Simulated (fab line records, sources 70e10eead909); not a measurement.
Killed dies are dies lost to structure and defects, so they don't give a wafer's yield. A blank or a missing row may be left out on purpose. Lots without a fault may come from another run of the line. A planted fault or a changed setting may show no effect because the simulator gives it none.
One fault seen from 3 desks | flow nand_harc | each desk has only its own numbers; what lay behind them comes last

THE DEFECT DESK
What the inspections along the route counted, lot by lot: means of the sampled wafers that have a number. A lot is out of limits, marked OUT, if its mean lies more than 4 standard deviations from the usual mean; the brackets give that distance.
Columns: A = raw_defect_count at NHARC_A_CHANNEL_HOLE_D1_INSPECT_12, usual 5
lot  | first seen here | A
L568 | day 8 04:50     | 3
L567 | day 8 05:02     | 3
L572 | day 9 01:00     | 3
L570 | day 9 01:10     | 4
L569 | day 9 02:10     | 5
L571 | day 9 09:29     | 6
L574 | day 10 00:04    | 9
L573 | day 10 00:31    | 5
L575 | day 10 11:06    | 6
L576 | day 10 15:23    | 5
L578 | day 12 02:38    | 7
L587 | day 12 22:19    | 5
L589 | day 13 16:57    | 4
L590 | day 14 01:17    | 6
This desk's finding: nothing out of limits on any of the 14 lots.

THE TOOL OWNER'S DESK: pecvd_onon-01
The tool's own readings at NHARC_A_ONON_D1_DEP_28 (target thk 1000 nm): means of the sampled wafers that have a number, for each lot that ran on this tool. A lot is out of limits, marked OUT, if its mean lies more than 4 standard deviations from the usual mean; the brackets give that distance.
Columns: A = n2o_flow_sccm at NHARC_A_ONON_D1_DEP_28, usual 2001 sccm
lot  | first seen here | A
L569 | day 8 19:01     | 1998
L574 | day 9 19:52     | 2006
L575 | day 10 06:52    | 2013
L576 | day 10 11:27    | 2006
L578 | day 11 22:48    | 1997
This desk's finding: nothing out of limits on any of the 5 lots.

THE METROLOGY DESK
What the gauges read, lot by lot, whatever tool the lot ran on: means of the sampled wafers that have a number. A lot is out of limits, marked OUT, if its mean lies more than 4 standard deviations from the usual mean; the brackets give that distance.
Columns: A = cd_nm at NHARC_A_ZERO_WELL_CD_MEAS_10, usual 1999.5 nm; B = thk_nm at NHARC_A_ONON_D1_THK_MEAS_18, usual 997 nm; C = thk_nm at NHARC_A_ONON_D1_THK_MEAS_30, usual 1002 nm
lot  | first seen here | A      | B    | C
L567 | day 6 03:07     | 1998.4 | 997  | 980
L568 | day 6 12:30     | 2000.6 | 1017 | 984
L569 | day 7 09:12     | 2000.5 | 997  | 999
L570 | day 7 10:43     | 1996.9 | 989  | 1013
L572 | day 7 11:26     | 2001.0 | 996  | 1015
L571 | day 7 18:08     | 2000.7 | 1012 | 1015
L574 | day 8 08:10     | 2000.5 | 996  | 991
L573 | day 8 08:34     | 2000.2 | 1006 | 1007
L575 | day 8 18:58     | 1999.1 | 986  | 1014
L576 | day 9 00:49     | 1999.3 | 983  | 926 (-6.3) OUT
L578 | day 10 12:58    | 2002.2 | 991  | 918 (-7.0) OUT
L587 | day 11 05:55    | 1999.8 | 983  | 988
L589 | day 11 23:34    | 2000.4 | 1015 | 1000
L590 | day 12 09:05    | 2001.3 | 1003 | 999
This desk's finding: out of limits on L576, L578; first on L576, day 10 11:58 (thk_nm at NHARC_A_ONON_D1_THK_MEAS_30). In limits: L567, L568, L569, L570, L572, L571, L574, L573, L575, L587, L589, L590.

PUT TOGETHER
The metrology desk could have raised an alarm at day 10 11:58, on L576, L578.
The defect desk saw nothing out of limits.
The tool owner's desk saw nothing out of limits.
The defect desk has L576, L578 on record, within its limits.
The tool owner's desk has L576, L578 on record, within its limits.
Of the lots named, all ran NHARC_A_ONON_D1_DEP_28 on pecvd_onon-01.

WHAT THE SIMULATOR HAD PUT IN
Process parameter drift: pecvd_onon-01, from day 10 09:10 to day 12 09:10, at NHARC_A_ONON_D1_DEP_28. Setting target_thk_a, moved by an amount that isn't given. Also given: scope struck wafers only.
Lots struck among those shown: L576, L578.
Hours from the fault's start to each desk's first reading out of limits: the metrology desk, 3.
